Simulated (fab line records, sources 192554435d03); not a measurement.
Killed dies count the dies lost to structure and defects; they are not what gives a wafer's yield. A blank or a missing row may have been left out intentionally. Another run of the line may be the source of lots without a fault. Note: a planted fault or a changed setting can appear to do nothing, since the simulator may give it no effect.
A lot that was struck, set against a sound lot    flow n5_finfet    16 out of 1938 route steps
Sound: the wafers L251.3, L251.5, L251.6. Struck: wafer L244.6; the same lot's L244.4 was not struck, so it is left out; see the end for the cause.
At each step with rows: each side's tool, then ch and its chambers, then its first start. Under that, the readings that differ: sound wafers    struck wafers    difference of the means    sigmas: that difference in standard deviations of wafers without a fault.
alike: readings whose means differ by less than 2 such deviations, and words and numbers that are the same on both sides. not compared: withheld readings, readings that some wafer has no value for, bounds like >300 that may hide the same value, and numbers for which the record gives no deviation and whose values overlap.
Wherever a step has rows on one side only, a row that says differs or no value, or a row with sigmas, the two part there. When numbers do not overlap yet have no deviation, they are printed without sigmas and do not part them. Lack of a reading on every wafer of one side parts them only where that side has two or more wafers.

first, 1 step without rows for these wafers: N5_BEOL_M0_WET_ETCH_106 (etches SiO2 in DHF, target depth 130 nm, rinse time 30 s).
N5_BEOL_M0_ETCH_128: etches SiCN in CF4/N2, target depth 12 nm, overetch 5.1 nm, time 21.4 s.
  sound on rie_diel-02 ch 2,3, day 10 15:17; struck on rie_diel-05 ch 3, day 9 04:20
  alike: drypump_motor_current_A, mfc_ar_sccm, oes_product_au, rf_vpp_V, showerhead_plenum_p_Torr, throttle_valve_pct
  not compared: rf_hours_counter_h
N5_BEOL_M0_TRENCH_ETCH_107: etches SiOC in C4F6/O2, target depth 32.8 nm, time 16.4 s.
  sound on rie_diel-02 ch 2,3, day 10 15:19; struck on rie_diel-05 ch 3, day 9 04:22
reading       sound        struck  difference  sigmas
rf_vpp_V (V)  669 667 642  685     +26         +2
  alike: drypump_motor_current_A, mfc_ar_sccm, oes_product_au, showerhead_plenum_p_Torr, throttle_valve_pct
  not compared: rf_hours_counter_h
then, 1 step without rows for these wafers: N5_BEOL_M0_STRIP_142 (strips in N2/H2, time 10 s).
N5_BEOL_M0_OCD_MEAS_108:
  sound: ocd-02 at day 10 15:26; struck: ocd-01 at day 9 04:29
  alike: trench_depth_nm
then, 5 steps without rows for these wafers: N5_BEOL_M0_HM_STRIP_129 (strips TiN in peroxide tin strip, target depth 17 nm, time 108 s); N5_BEOL_M0_SRD_130 (time 30 s); N5_BEOL_M0_ETCH_109 (etches SiCN in CH3F/O2, target depth 8 nm, overetch 2.4 nm, time 27.4 s); N5_BEOL_M0_STRIP_139 (strips in post etch residue remover, time 60 s); N5_BEOL_M0_SRD_111 (time 30 s).
N5_BEOL_M0_DEGAS_112: time 60 s.
  sound: pvd_sputter-02 at day 10 16:16; struck: pvd_sputter-03 at day 9 05:10
  alike: heater_power_w
N5_BEOL_M0_PRE_CLEAN_113: time 30 s.
  sound: pvd_sputter-02 at day 10 16:18; struck: pvd_sputter-03 at day 9 05:13
  alike: heater_power_w
N5_BEOL_M0_ALD_136: deposits TaN, pulse time 2 s, purge time 3 s, co reactant purge time 2 s.
  sound on ald_metal-04 ch 0,2,3, day 10 16:35; struck on ald_metal-03 ch 0, day 9 05:23
reading     sound     struck  difference  sigmas
ald_cycles  30 30 30  34      +4          
  alike: heater_power_w, precursor_vessel_pressure_torr, precursor_vessel_temp_c
N5_BEOL_M0_SURFACE_TREAT_137:
  sound: pvd_sputter-01 at day 10 17:35; struck: pvd_sputter-03 at day 9 05:38
  not compared: throttle_valve_pct
-- here the record skips 2 days between the struck wafers' starts before and after, leaving off in module BEOL_M0 and picking up in module BEOL_M4 (first step shown: number 1111 of the route) --
N5_BEOL_M4_RC_MEAS_101:
  sound on prober-01 ch 0, day 12 21:13; struck on prober-02 ch 0, day 11 11:31
  alike: DIBL_N, DIBL_P, IOFF_N, IOFF_P, ION_N, ION_P, SS_N, SS_P, VT_N, VT_P
-- a jump in the record: the struck wafers' starts before and after are 4 days apart (it breaks off in module BEOL_M4 and resumes in module PASSIVATION, where the first step shown is number 1936 of the route) --
N5_PASSIVATION_PROBE_49:
  rows exist in the record for the struck wafers here (prober-01, day 15 15:49), but not for the sound ones

== WHERE THEY PART ==
Earliest at N5_BEOL_M0_TRENCH_ETCH_107; latest, in this record, at N5_PASSIVATION_PROBE_49.

WHY: what the simulator had put in
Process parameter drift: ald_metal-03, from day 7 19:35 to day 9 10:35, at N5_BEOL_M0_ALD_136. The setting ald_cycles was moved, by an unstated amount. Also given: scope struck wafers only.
